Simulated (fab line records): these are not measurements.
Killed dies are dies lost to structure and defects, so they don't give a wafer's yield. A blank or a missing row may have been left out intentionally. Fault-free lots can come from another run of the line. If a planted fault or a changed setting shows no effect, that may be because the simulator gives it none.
Chamber matching :: flow n5_finfet :: N5_BEOL_M8_CURE_75 on uv_cure-02 has 3 sister chambers
The step cures SiCOH lowk, time 120 s. 22 wafers are shown with their chamber, then 11 later ones without.

WAFERS WITH THEIR CHAMBER
wafer: L077.1
chamber: 1
wafer_temp_C_max: 372.3
lamp_power_pct (%): 52.24

wafer: L077.2
chamber: 1
wafer_temp_C_max: 372.5
lamp_power_pct (%): 52.28

wafer: L077.5
chamber: 1
wafer_temp_C_max: 372.5
lamp_power_pct (%): 52.26

wafer: L077.3
chamber: 1
wafer_temp_C_max: 372.2
lamp_power_pct (%): 52.26

wafer: L077.4
chamber: 1
wafer_temp_C_max: 372.2
lamp_power_pct (%): 52.33

wafer: L077.6
chamber: 1
wafer_temp_C_max: 372.4
lamp_power_pct (%): 52.34

wafer: L078.4
chamber: 1
wafer_temp_C_max: 372.5
lamp_power_pct (%): 52.41

wafer: L078.5
chamber: 1
wafer_temp_C_max: 372.7
lamp_power_pct (%): 52.27

wafer: L078.6
chamber: 1
wafer_temp_C_max: 372.9
lamp_power_pct (%): 52.35

wafer: L080.1
chamber: 1
wafer_temp_C_max: 372.2
lamp_power_pct (%): 52.20

wafer: L080.3
chamber: 1
wafer_temp_C_max: 373.3
lamp_power_pct (%): 52.29

wafer: L080.4
chamber: 1
wafer_temp_C_max: 372.6
lamp_power_pct (%): 52.36

wafer: L079.2
chamber: 2
wafer_temp_C_max: 371.3
lamp_power_pct (%): 52.27

wafer: L079.3
chamber: 2
wafer_temp_C_max: 372.0
lamp_power_pct (%): 52.23

wafer: L079.6
chamber: 2
wafer_temp_C_max: 371.6
lamp_power_pct (%): 52.32

wafer: L082.2
chamber: 2
wafer_temp_C_max: 371.2
lamp_power_pct (%): 52.42

wafer: L082.4
chamber: 2
wafer_temp_C_max: 371.8
lamp_power_pct (%): 52.39

wafer: L082.5
chamber: 2
wafer_temp_C_max: 371.3
lamp_power_pct (%): 52.30

wafer: L081.1
chamber: 0
wafer_temp_C_max: 372.1
lamp_power_pct (%): 52.30

wafer: L081.2
chamber: 0
wafer_temp_C_max: 371.6
lamp_power_pct (%): 52.26

wafer: L081.6
chamber: 0
wafer_temp_C_max: 371.9
lamp_power_pct (%): 52.24

wafer: L084.1
chamber: 1
wafer_temp_C_max: 371.9
lamp_power_pct (%): 52.31

SIGNATURES, as means of the wafers listed above
reading: wafer_temp_C_max
chamber 0: 371.867
chamber 1: 372.477
chamber 2: 371.533
scatter within a chamber: 0.337

reading: lamp_power_pct
chamber 0: 52.2667
chamber 1: 52.3000
chamber 2: 52.3217
scatter within a chamber: 0.0593
Rule: a wafer lies at a distance from a chamber equal to the root of the sum of squares, over the readings, of (its reading less the chamber's mean, divided by the reading's scatter). If the next closest chamber is less than 2 further off than the closest, the wafer can't be placed; otherwise it belongs to the closest. How the scatter is found: for the shown wafers, subtract from each reading the mean of its chamber, square and add these, divide the total by (wafers less chambers), then take the root.

WAFERS WHOSE CHAMBER IS MISSING
wafer: L084.5
wafer_temp_C_max: 371.9
lamp_power_pct (%): 52.33

wafer: L084.6
wafer_temp_C_max: 372.1
lamp_power_pct (%): 52.30

wafer: L085.2
wafer_temp_C_max: 372.0
lamp_power_pct (%): 52.25

wafer: L085.4
wafer_temp_C_max: 372.7
lamp_power_pct (%): 52.31

wafer: L085.5
wafer_temp_C_max: 372.5
lamp_power_pct (%): 52.27

wafer: L090.2
wafer_temp_C_max: 371.1
lamp_power_pct (%): 52.25

wafer: L090.3
wafer_temp_C_max: 371.2
lamp_power_pct (%): 52.25

wafer: L090.5
wafer_temp_C_max: 371.7
lamp_power_pct (%): 52.37

wafer: L096.1
wafer_temp_C_max: 372.7
lamp_power_pct (%): 52.37

wafer: L096.2
wafer_temp_C_max: 371.8
lamp_power_pct (%): 52.27

wafer: L096.4
wafer_temp_C_max: 372.2
lamp_power_pct (%): 52.28

THE CHAMBER EACH PASSED THROUGH
wafer: L084.5
from the rows above: can't be placed: 0 or 2 or 1
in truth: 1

wafer: L084.6
from the rows above: can't be placed: 0 or 1 or 2
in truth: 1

wafer: L085.2
from the rows above: can't be placed: 0 or 1 or 2
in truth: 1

wafer: L085.4
from the rows above: can't be placed: 1 or 0
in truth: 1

wafer: L085.5
from the rows above: can't be placed: 1 or 0
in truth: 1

wafer: L090.2
from the rows above: can't be placed: 2 or 0
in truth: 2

wafer: L090.3
from the rows above: can't be placed: 2 or 0
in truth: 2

wafer: L090.5
from the rows above: can't be placed: 2 or 0 or 1
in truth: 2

wafer: L096.1
from the rows above: can't be placed: 1 or 0
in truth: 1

wafer: L096.2
from the rows above: can't be placed: 0 or 2 or 1
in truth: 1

wafer: L096.4
from the rows above: can't be placed: 1 or 0 or 2
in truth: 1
0 of 11 placed correctly. Unplaceable from these rows: 11, with the true chamber sitting among the candidates in 11. Wrongly placed: 0.
